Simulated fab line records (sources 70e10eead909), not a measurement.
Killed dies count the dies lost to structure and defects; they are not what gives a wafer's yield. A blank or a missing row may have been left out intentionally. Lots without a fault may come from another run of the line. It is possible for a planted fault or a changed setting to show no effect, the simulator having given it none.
fab line records    flow nandHarc
record lots=24  wafers=72  lastDay=25
route steps=1159 shown A_CONTACT@867
lots untouched by any fault: they come from a run of this same line in which no faults occurred
startH: hours from the record's opening day to when the first of the lot's shown wafers began    waitH: hours elapsed since this lot's preceding step    " identical to the entry in the row above    L1.1+2: a single row standing in for several wafers    - either no value or no given start    * or withheld: withheld    < > ~ a bound
route shown NAME@n: a module of which the file shows steps, and the number in the route of the first    usual: mean/standard deviation taken from wafers without a fault    same: alike in all rows    chamber/n: place in a boat    sites: the reading at each site    _std_site: how widely they spread, as a standard deviation    _edge_site: inner sites' mean taken away from outer sites' mean    radiusMm: how far each site lies from the wafer's centre    mask NAME#n: copy n    behind: the tool/chamber that last shaped the wafer    hold: reason for holding the lot/hours on hold/outcome of the hold    device: names the non-switching transistor (n, p or np)    end of line: tests run on the same wafers once the route is complete    a step with no rows: only its recipe    killed: dies lost to structure and defects at the first sort, not the wafer's yield    map: a wafer's dies, x killed, . not, _ none there
set.NAME: the setting as run; set.NAME@STEP: as run at that earlier step    model.NAME: the simulator's own value behind a step, which no gauge read
route steps across a sampled set of lots; one table per step, one row per wafer
services: when a tool's chamber went out of use (startH, in hours from the record's first day, below 0 if earlier), for how many hours, and the reason
## steps
# step NHARC_A_CONTACT_ETCH_116
# recipe sourceW=withheld  pressureMtorr=20  biasV=3000  timeS=94  targetDepthA=9220  arFlowSccm=withheld  c4f8FlowSccm=withheld  o2FlowSccm=withheld  chemistry=C4F8/O2/Ar
lot.wafer  tool           chamber  startH  waitH  rfHoursCounterH
L074.2     harCapEtch-02  0        371.65  0.1    11
L074.3     "              0        "       "      -
L074.5     "              1        "       "      -
L077.2     harCapEtch-03  1        374.07  0.1    82
L077.3     "              1        "       "      -
L077.6     "              0        "       "      -
L075.2     harCapEtch-03  0        377.21  0.1    83
L075.4     "              0        "       "      -
L075.3     "              1        "       "      -
L076.1     harCapEtch-03  1        381.89  0.1    84
L076.3     "              1        "       "      -
L076.6     "              1        "       "      -
L078.1     harCapEtch-02  0        386.91  0.1    14
L078.3     "              0        "       "      -
L078.5     "              1        "       "      -
L079.1     harCapEtch-01  1        406.40  0.1    63
L079.6     "              0        "       "      -
L079.5     "              1        "       "      -
L084.3     harCapEtch-03  0        412.83  0.1    -
L084.4     "              1        "       "      -
L084.6     "              1        "       "      -
L080.4     harCapEtch-01  0        418.49  0.1    -
L080.6     "              1        "       "      -
L080.5     "              0        "       "      -
L082.1     harCapEtch-02  1        425.11  0.1    18
L082.4     "              1        "       "      -
L082.5     "              0        "       "      -
L083.1     harCapEtch-03  0        426.84  0.1    91
L083.2     "              1        "       "      91
L083.6     "              0        "       "      -
L081.3     harCapEtch-01  0        429.95  0.1    -
L081.4     "              1        "       "      -
L081.6     "              1        "       "      -
L085.2     harCapEtch-02  0        439.18  0.1    22
L085.3     "              0        "       "      -
L085.6     "              1        "       "      -
L086.2     harCapEtch-01  0        439.52  0.1    68
L086.3     "              0        "       "      -
L086.5     "              1        "       "      -
L087.4     harCapEtch-01  1        443.36  0.1    -
L087.6     "              0        "       "      -
L087.5     "              1        "       "      -
L088.2     harCapEtch-03  0        452.65  0.1    97
L088.4     "              1        "       "      -
L088.5     "              1        "       "      -
L091.4     harCapEtch-02  1        463.93  0.1    -
L091.5     "              0        "       "      -
L091.6     "              1        "       "      -
L089.1     harCapEtch-03  0        464.37  0.1    99
L089.3     "              1        "       "      -
L089.4     "              0        "       "      -
L090.3     harCapEtch-02  0        471.04  0.1    -
L090.6     "              1        "       "      -
L090.5     "              0        "       "      -
L092.3     harCapEtch-03  1        471.59  0.1    -
L092.4     "              0        "       "      -
L092.6     "              0        "       "      -
L093.1     harCapEtch-03  0        478.15  0.1    101
L093.4     "              1        "       "      -
L093.3     "              0        "       "      -
L094.4     harCapEtch-01  0        479.10  0.1    -
L094.6     "              0        "       "      -
L094.5     "              1        "       "      -
L095.1     harCapEtch-03  1        506.98  0.1    106
L095.5     "              1        "       "      -
L095.6     "              0        "       "      -
L097.1     harCapEtch-02  1        509.40  0.1    34
L097.3     "              0        "       "      -
L097.6     "              1        "       "      -
L096.1     harCapEtch-01  1        513.47  0.1    80
L096.2     "              0        "       "      80
L096.4     "              0        "       "      -
# step NHARC_A_CONTACT_ETCH_118
# recipe sourceW=withheld  pressureMtorr=20  biasV=3000  timeS=94  targetDepthA=9220  arFlowSccm=withheld  c4f8FlowSccm=withheld  o2FlowSccm=withheld  chemistry=C4F8/O2/Ar
lot.wafer  tool           chamber  startH  waitH  rfHoursCounterH
L074.2     harCapEtch-02  0        371.89  0.1    11
L074.3     "              0        "       "      -
L074.5     "              1        "       "      -
L077.2     harCapEtch-03  1        374.25  0.1    82
L077.3     "              1        "       "      -
L077.6     "              0        "       "      -
L075.2     harCapEtch-03  0        377.39  0.1    83
L075.4     "              0        "       "      -
L075.3     "              1        "       "      -
L076.1     harCapEtch-03  1        382.07  0.1    85
L076.3     "              1        "       "      -
L076.6     "              1        "       "      -
L078.1     harCapEtch-02  0        387.09  0.1    14
L078.3     "              0        "       "      -
L078.5     "              1        "       "      -
L079.1     harCapEtch-01  1        406.58  0.1    63
L079.6     "              0        "       "      -
L079.5     "              1        "       "      -
L084.3     harCapEtch-03  0        413.01  0.1    -
L084.4     "              1        "       "      -
L084.6     "              1        "       "      -
L080.4     harCapEtch-01  0        418.67  0.1    -
L080.6     "              1        "       "      -
L080.5     "              0        "       "      -
L082.1     harCapEtch-02  1        425.29  0.1    18
L082.4     "              1        "       "      -
L082.5     "              0        "       "      -
L083.1     harCapEtch-03  0        427.02  0.1    91
L083.2     "              1        "       "      91
L083.6     "              0        "       "      -
L081.3     harCapEtch-01  0        430.14  0.1    -
L081.4     "              1        "       "      -
L081.6     "              1        "       "      -
L085.2     harCapEtch-02  0        439.37  0.1    22
L085.3     "              0        "       "      -
L085.6     "              1        "       "      -
L086.2     harCapEtch-01  0        439.70  0.1    68
L086.3     "              0        "       "      -
L086.5     "              1        "       "      -
L087.4     harCapEtch-01  1        443.54  0.1    -
L087.6     "              0        "       "      -
L087.5     "              1        "       "      -
L088.2     harCapEtch-03  0        452.83  0.1    97
L088.4     "              1        "       "      -
L088.5     "              1        "       "      -
L091.4     harCapEtch-02  1        464.11  0.1    -
L091.5     "              0        "       "      -
L091.6     "              1        "       "      -
L089.1     harCapEtch-03  0        464.55  0.1    99
L089.3     "              1        "       "      -
L089.4     "              0        "       "      -
L090.3     harCapEtch-02  0        471.21  0.1    -
L090.6     "              1        "       "      -
L090.5     "              0        "       "      -
L092.3     harCapEtch-03  1        471.83  0.1    -
L092.4     "              0        "       "      -
L092.6     "              0        "       "      -
L093.1     harCapEtch-03  0        478.39  0.1    101
L093.4     "              1        "       "      -
L093.3     "              0        "       "      -
L094.4     harCapEtch-01  0        479.34  0.1    -
L094.6     "              0        "       "      -
L094.5     "              1        "       "      -
L095.1     harCapEtch-03  1        507.16  0.1    106
L095.5     "              1        "       "      -
L095.6     "              0        "       "      -
L097.1     harCapEtch-02  1        509.58  0.1    34
L097.3     "              0        "       "      -
L097.6     "              1        "       "      -
L096.1     harCapEtch-01  1        513.65  0.1    80
L096.2     "              0        "       "      80
L096.4     "              0        "       "      -
# step NHARC_A_CONTACT_ETCH_120
# recipe sourceW=withheld  pressureMtorr=20  biasV=3000  timeS=94  targetDepthA=9220  arFlowSccm=withheld  c4f8FlowSccm=withheld  o2FlowSccm=withheld  chemistry=C4F8/O2/Ar
lot.wafer  tool           chamber  startH  waitH  rfHoursCounterH
L074.2     harCapEtch-02  0        372.13  0.1    11
L074.3     "              0        "       "      -
L074.5     "              1        "       "      -
L077.2     harCapEtch-03  1        374.43  0.1    82
L077.3     "              1        "       "      -
L077.6     "              0        "       "      -
L075.2     harCapEtch-03  0        377.58  0.1    84
L075.4     "              0        "       "      -
L075.3     "              1        "       "      -
L076.1     harCapEtch-03  1        382.26  0.1    85
L076.3     "              1        "       "      -
L076.6     "              1        "       "      -
L078.1     harCapEtch-02  0        387.27  0.1    14
L078.3     "              0        "       "      -
L078.5     "              1        "       "      -
L079.1     harCapEtch-01  1        406.76  0.1    63
L079.6     "              0        "       "      -
L079.5     "              1        "       "      -
L084.3     harCapEtch-03  0        413.20  0.1    -
L084.4     "              1        "       "      -
L084.6     "              1        "       "      -
L080.4     harCapEtch-01  0        418.85  0.1    -
L080.6     "              1        "       "      -
L080.5     "              0        "       "      -
L082.1     harCapEtch-02  1        425.47  0.1    18
L082.4     "              1        "       "      -
L082.5     "              0        "       "      -
L083.1     harCapEtch-03  0        427.20  0.1    91
L083.2     "              1        "       "      91
L083.6     "              0        "       "      -
L081.3     harCapEtch-01  0        430.32  0.1    -
L081.4     "              1        "       "      -
L081.6     "              1        "       "      -
L085.2     harCapEtch-02  0        439.55  0.1    22
L085.3     "              0        "       "      -
L085.6     "              1        "       "      -
L086.2     harCapEtch-01  0        439.88  0.1    69
L086.3     "              0        "       "      -
L086.5     "              1        "       "      -
L087.4     harCapEtch-01  1        443.73  0.1    -
L087.6     "              0        "       "      -
L087.5     "              1        "       "      -
L088.2     harCapEtch-03  0        453.01  0.1    97
L088.4     "              1        "       "      -
L088.5     "              1        "       "      -
L091.4     harCapEtch-02  1        464.29  0.1    -
L091.5     "              0        "       "      -
L091.6     "              1        "       "      -
L089.1     harCapEtch-03  0        464.73  0.1    99
L089.3     "              1        "       "      -
L089.4     "              0        "       "      -
L090.3     harCapEtch-02  0        471.40  0.1    -
L090.6     "              1        "       "      -
L090.5     "              0        "       "      -
L092.3     harCapEtch-03  1        472.07  0.1    -
L092.4     "              0        "       "      -
L092.6     "              0        "       "      -
L093.1     harCapEtch-03  0        478.63  0.1    102
L093.4     "              1        "       "      -
L093.3     "              0        "       "      -
L094.4     harCapEtch-01  0        479.59  0.1    -
L094.6     "              0        "       "      -
L094.5     "              1        "       "      -
L095.1     harCapEtch-03  1        507.34  0.1    106
L095.5     "              1        "       "      -
L095.6     "              0        "       "      -
L097.1     harCapEtch-02  1        509.77  0.1    34
L097.3     "              0        "       "      -
L097.6     "              1        "       "      -
L096.1     harCapEtch-01  1        513.84  0.1    80
L096.2     "              0        "       "      80
L096.4     "              0        "       "      -
# step NHARC_A_CONTACT_ETCH_89
# recipe targetDepthA=2600  overEtchFrac=0.3  timeS=475.3  ionEnergyEv=200  n2FlowSccm=150  h2FlowSccm=150  arFlowSccm=0  rfW=400  biasW=150  chemistry=N2/H2
# usual drypumpMotorCurrentA=5.9/0.56  oesProductAu=1.001/0.016  rfVppV=430/3.1  showerheadPlenumPTorr=2.03/0.11  throttleValvePct=14.171/0.0089
lot.wafer  tool        chamber  startH  waitH  drypumpMotorCurrentA  oesProductAu  rfHoursCounterH  rfVppV  showerheadPlenumPTorr  throttleValvePct
L074.3     rieDiel-11  3        -       -      6.3                   1.019         3                429     1.99                   14.182
L074.2     "           1        "       "      6.7                   1.000         2                431     2.05                   14.159
L074.5     "           3        "       "      6.3                   1.030         -                429     1.99                   14.171
L077.2     rieDiel-13  1        -       -      5.3                   1.005         38               432     2.12                   14.168
L077.3     "           2        "       "      6.4                   1.032         38               426     1.88                   14.189
L077.6     "           0        "       "      5.5                   1.010         -                434     2.18                   14.166
L075.4     rieDiel-11  0        -       -      5.9                   0.984         4                432     2.16                   14.178
L075.2     "           1        "       "      6.6                   0.999         4                431     2.05                   14.169
L075.3     "           2        "       "      4.8                   0.982         4                429     1.97                   14.165
L076.3     rieDiel-12  0        -       -      5.2                   1.019         2                436     2.19                   14.158
L076.1     "           1        "       "      6.0                   1.017         2                427     1.96                   14.182
L076.6     "           0        "       "      5.2                   1.023         -                435     2.19                   14.176
L078.3     rieDiel-12  0        -       -      5.2                   1.022         3                435     2.19                   14.157
L078.1     "           3        "       "      6.0                   0.996         3                424     1.89                   14.180
L078.5     "           1        "       "      6.1                   1.013         -                428     1.96                   14.165
L079.1     rieDiel-13  1        -       -      5.3                   1.007         53               432     2.11                   14.172
L079.5     "           2        "       "      6.4                   1.018         -                425     1.88                   14.148
L079.6     "           3        "       "      6.3                   1.015         -                433     2.11                   14.178
L084.4     rieDiel-11  0        -       -      5.9                   0.980         11               435     2.16                   14.180
L084.3     "           3        "       "      6.3                   1.021         11               428     1.99                   14.167
L084.6     "           1        "       "      6.6                   0.992         -                431     2.05                   14.178
L080.4     rieDiel-12  1        -       -      6.1                   1.009         17               430     1.95                   14.158
L080.5     "           0        "       "      5.1                   1.008         -                436     2.19                   14.167
L080.6     "           1        "       "      6.1                   1.009         -                428     1.95                   14.190
L082.1     rieDiel-11  3        -       -      6.3                   1.018         12               428     1.99                   14.174
L082.4     "           0        "       "      5.9                   0.991         13               434     2.16                   14.174
L082.5     "           1        "       "      6.7                   0.991         -                432     2.05                   14.185
L083.2     rieDiel-11  1        -       -      6.6                   0.982         14               432     2.05                   14.175
L083.1     "           2        "       "      4.8                   0.970         13               428     1.97                   14.178
L083.6     "           0        "       "      5.9                   0.981         -                435     2.16                   14.174
L081.3     rieDiel-11  1        -       -      6.6                   1.000         14               432     2.05                   14.171
L081.4     "           2        "       "      4.8                   0.979         13               429     1.97                   14.165
L081.6     "           2        "       "      4.8                   0.964         -                428     1.97                   14.171
L085.3     rieDiel-11  3        -       -      6.3                   1.015         15               431     1.98                   14.174
L085.2     "           1        "       "      6.6                   1.002         16               431     2.05                   14.167
L085.6     "           0        "       "      5.9                   0.990         -                433     2.16                   14.177
L086.2     rieDiel-13  2        -       -      6.4                   1.016         63               425     1.87                   14.164
L086.3     "           0        "       "      5.5                   1.014         70               433     2.17                   14.167
L086.5     "           2        "       "      6.4                   1.021         -                425     1.87                   14.163
L087.4     rieDiel-11  1        -       -      6.6                   0.998         17               432     2.05                   14.168
L087.6     "           1        "       "      6.6                   1.011         -                430     2.05                   14.170
L087.5     "           2        "       "      4.8                   0.984         -                429     1.97                   14.163
L088.2     rieDiel-12  2        -       -      6.2                   0.988         28               426     1.88                   14.167
L088.4     "           0        "       "      5.1                   1.023         29               435     2.18                   14.187
L088.5     "           3        "       "      6.0                   0.984         -                426     1.89                   14.175
L089.3     rieDiel-13  3        -       -      6.3                   1.022         8                431     2.11                   14.161
L089.4     "           1        "       "      5.3                   1.008         8                433     2.10                   14.174
L089.1     "           2        "       "      6.4                   1.016         9                435     2.22                   14.167
L091.4     rieDiel-13  2        -       -      6.5                   1.011         9                435     2.22                   14.167
L091.5     "           3        "       "      6.3                   1.018         -                432     2.11                   14.174
L091.6     "           0        "       "      5.5                   1.027         -                436     2.17                   14.161
L090.3     rieDiel-11  1        -       -      6.6                   0.980         24               431     2.04                   14.179
L090.6     "           0        "       "      6.0                   0.982         -                434     2.16                   14.174
L090.5     "           1        "       "      6.6                   0.996         -                431     2.04                   14.181
L092.3     rieDiel-12  3        -       -      6.0                   0.989         38               427     1.88                   14.182
L092.4     "           0        "       "      5.2                   1.032         38               434     2.18                   14.162
L092.6     "           2        "       "      6.2                   1.009         -                426     1.88                   14.186
L093.3     rieDiel-11  3        -       -      6.3                   1.019         24               430     1.98                   14.180
L093.4     "           1        "       "      6.6                   0.997         25               430     2.04                   14.172
L093.1     "           2        "       "      4.8                   0.979         24               429     1.97                   14.162
L094.4     rieDiel-12  2        -       -      6.2                   1.002         -                426     1.88                   14.162
L094.6     "           3        "       "      6.0                   0.989         -                427     1.88                   14.173
L094.5     "           1        "       "      6.0                   0.993         -                428     1.95                   14.157
L095.1     rieDiel-12  2        -       -      6.2                   0.991         51               425     1.88                   14.188
L095.6     "           2        "       "      6.2                   0.999         -                425     1.88                   14.171
L095.5     "           3        "       "      5.9                   0.978         -                426     1.88                   14.179
L097.1     rieDiel-11  3        -       -      6.3                   1.013         30               430     1.98                   14.169
L097.3     "           2        "       "      4.8                   0.974         29               428     1.96                   14.170
L097.6     "           0        "       "      5.9                   0.990         -                434     2.15                   14.164
L096.1     rieDiel-11  2        -       -      4.8                   0.974         29               427     1.96                   14.148
L096.4     "           3        "       "      6.3                   1.023         31               430     1.98                   14.154
L096.2     "           0        "       "      5.9                   0.983         32               432     2.15                   14.159
# step NHARC_A_CONTACT_ETCH_134
# recipe sourceW=withheld  pressureMtorr=20  biasV=withheld  timeS=140  targetDepthA=7000  arFlowSccm=withheld  c4f8FlowSccm=withheld  o2FlowSccm=withheld  chemistry=C4F8/O2/Ar
lot.wafer  tool           chamber  startH  waitH  rfHoursCounterH
L074.2     harCapEtch-03  0        386.70  -      85
L074.3     "              1        "       "      -
L074.5     "              0        "       "      -
L077.2     harCapEtch-01  0        387.39  -      60
L077.3     "              1        "       "      -
L077.6     "              0        "       "      -
L075.2     harCapEtch-02  0        390.64  -      15
L075.4     "              0        "       "      -
L075.3     "              1        "       "      -
L076.1     harCapEtch-03  0        395.88  -      87
L076.3     "              0        "       "      -
L076.6     "              1        "       "      -
L078.1     harCapEtch-02  0        399.56  -      16
L078.3     "              1        "       "      -
L078.5     "              1        "       "      -
L079.1     harCapEtch-01  0        425.83  -      65
L079.6     "              1        "       "      -
L079.5     "              0        "       "      -
L084.3     harCapEtch-03  1        430.59  -      -
L084.4     "              0        "       "      -
L084.6     "              1        "       "      -
L080.4     harCapEtch-03  0        440.15  -      -
L080.5     "              1        "       "      -
L080.6     "              0        "       "      -
L082.1     harCapEtch-02  0        441.56  -      23
L082.4     "              1        "       "      -
L082.5     "              1        "       "      -
L083.2     harCapEtch-03  1        443.36  -      95
L083.1     "              0        "       "      95
L083.6     "              0        "       "      -
L081.3     harCapEtch-02  1        444.82  -      -
L081.4     "              0        "       "      -
L081.6     "              0        "       "      -
L085.2     harCapEtch-01  0        453.14  -      72
L085.3     "              0        "       "      -
L085.6     "              0        "       "      -
L086.2     harCapEtch-02  1        453.42  -      25
L086.3     "              1        "       "      -
L086.5     "              1        "       "      -
L087.4     harCapEtch-03  1        456.68  -      -
L087.6     "              0        "       "      -
L087.5     "              1        "       "      -
L088.2     harCapEtch-01  1        466.17  -      74
L088.4     "              0        "       "      -
L088.5     "              0        "       "      -
L089.1     harCapEtch-01  0        483.15  -      77
L089.4     "              1        "       "      -
L089.3     "              0        "       "      -
L091.4     harCapEtch-02  1        485.80  -      -
L091.6     "              0        "       "      -
L091.5     "              1        "       "      -
L090.3     harCapEtch-02  0        487.86  -      -
L090.5     "              0        "       "      -
L090.6     "              1        "       "      -
L092.4     harCapEtch-03  1        489.64  -      -
L092.3     "              0        "       "      -
L092.6     "              0        "       "      -
L093.1     harCapEtch-02  1        493.52  -      33
L093.3     "              0        "       "      -
L093.4     "              1        "       "      -
L094.4     harCapEtch-01  0        495.17  -      -
L094.6     "              1        "       "      -
L094.5     "              0        "       "      -
L095.1     harCapEtch-03  1        525.25  -      109
L095.5     "              1        "       "      -
L095.6     "              0        "       "      -
L097.1     harCapEtch-02  1        525.46  -      37
L097.3     "              0        "       "      -
L097.6     "              0        "       "      -
L096.1     harCapEtch-01  0        526.86  -      83
L096.2     "              1        "       "      83
L096.4     "              0        "       "      -
# step NHARC_A_CONTACT_ETCH_137
# recipe sourceW=withheld  pressureMtorr=20  biasV=3000  timeS=132  targetDepthA=12870  arFlowSccm=withheld  c4f8FlowSccm=withheld  o2FlowSccm=withheld  chemistry=C4F8/O2/Ar
lot.wafer  tool           chamber  startH  waitH  rfHoursCounterH
L074.2     harCapEtch-03  0        387.14  0.1    86
L074.3     "              1        "       "      -
L074.5     "              0        "       "      -
L077.2     harCapEtch-01  0        387.83  0.1    60
L077.3     "              1        "       "      -
L077.6     "              0        "       "      -
L075.2     harCapEtch-02  0        391.08  0.1    15
L075.4     "              0        "       "      -
L075.3     "              1        "       "      -
L076.1     harCapEtch-03  0        396.32  0.1    88
L076.3     "              0        "       "      -
L076.6     "              1        "       "      -
L078.1     harCapEtch-02  0        400.00  0.1    16
L078.3     "              1        "       "      -
L078.5     "              1        "       "      -
L079.1     harCapEtch-01  0        426.27  0.1    65
L079.6     "              1        "       "      -
L079.5     "              0        "       "      -
L084.3     harCapEtch-03  1        431.02  0.1    -
L084.4     "              0        "       "      -
L084.6     "              1        "       "      -
L080.4     harCapEtch-03  0        440.55  0.1    -
L080.5     "              1        "       "      -
L080.6     "              0        "       "      -
L082.1     harCapEtch-02  0        442.00  0.1    23
L082.4     "              1        "       "      -
L082.5     "              1        "       "      -
L083.2     harCapEtch-03  1        443.79  0.1    95
L083.1     "              0        "       "      95
L083.6     "              0        "       "      -
L081.3     harCapEtch-02  1        445.24  0.1    -
L081.4     "              0        "       "      -
L081.6     "              0        "       "      -
L085.2     harCapEtch-01  0        453.57  0.1    72
L085.3     "              0        "       "      -
L085.6     "              0        "       "      -
L086.2     harCapEtch-02  1        453.87  0.1    26
L086.3     "              1        "       "      -
L086.5     "              1        "       "      -
L087.4     harCapEtch-03  1        457.09  0.1    -
L087.6     "              0        "       "      -
L087.5     "              1        "       "      -
L088.2     harCapEtch-01  1        466.61  0.1    74
L088.4     "              0        "       "      -
L088.5     "              0        "       "      -
L089.1     harCapEtch-01  0        483.73  0.1    77
L089.4     "              1        "       "      -
L089.3     "              0        "       "      -
L091.4     harCapEtch-02  1        486.20  0.1    -
L091.6     "              0        "       "      -
L091.5     "              1        "       "      -
L090.3     harCapEtch-02  0        488.28  0.1    -
L090.5     "              0        "       "      -
L090.6     "              1        "       "      -
L092.4     harCapEtch-03  1        490.20  0.1    -
L092.3     "              0        "       "      -
L092.6     "              0        "       "      -
L093.1     harCapEtch-02  1        493.96  0.1    33
L093.3     "              0        "       "      -
L093.4     "              1        "       "      -
L094.4     harCapEtch-01  0        495.58  0.1    -
L094.6     "              1        "       "      -
L094.5     "              0        "       "      -
L095.1     harCapEtch-03  1        525.69  0.1    110
L095.5     "              1        "       "      -
L095.6     "              0        "       "      -
L097.1     harCapEtch-02  1        525.89  0.1    37
L097.3     "              0        "       "      -
L097.6     "              0        "       "      -
L096.1     harCapEtch-01  0        527.45  0.1    84
L096.2     "              1        "       "      84
L096.4     "              0        "       "      -
## services
tool        chamber  startH  hours  kind
rieDiel-11  0        356.30  4.6    repair
rieDiel-11  -        366.64  9.0    pm
rieDiel-11  0        366.64  9.0    ventCycle
rieDiel-11  1        366.64  9.0    ventCycle
rieDiel-11  2        366.64  9.0    ventCycle
rieDiel-11  3        366.64  9.0    ventCycle
rieDiel-11  0        375.64  -      clean
rieDiel-11  1        375.64  -      clean
rieDiel-11  2        375.64  -      clean
rieDiel-11  3        375.64  -      clean
rieDiel-12  -        379.58  9.0    pm
rieDiel-11  0        400.14  -      clean
rieDiel-11  1        400.14  -      clean
rieDiel-11  2        400.14  -      clean
rieDiel-11  3        400.14  -      clean
rieDiel-12  0        424.00  7.0    repair
rieDiel-11  0        424.78  -      clean
rieDiel-11  1        424.78  -      clean
rieDiel-11  2        424.78  -      clean
rieDiel-11  3        424.78  -      clean
rieDiel-11  -        432.78  0.4    repair
rieDiel-12  1        447.06  3.3    repair
rieDiel-13  -        453.00  9.0    pm
rieDiel-12  0        491.23  22.6   repair
## key
fault none
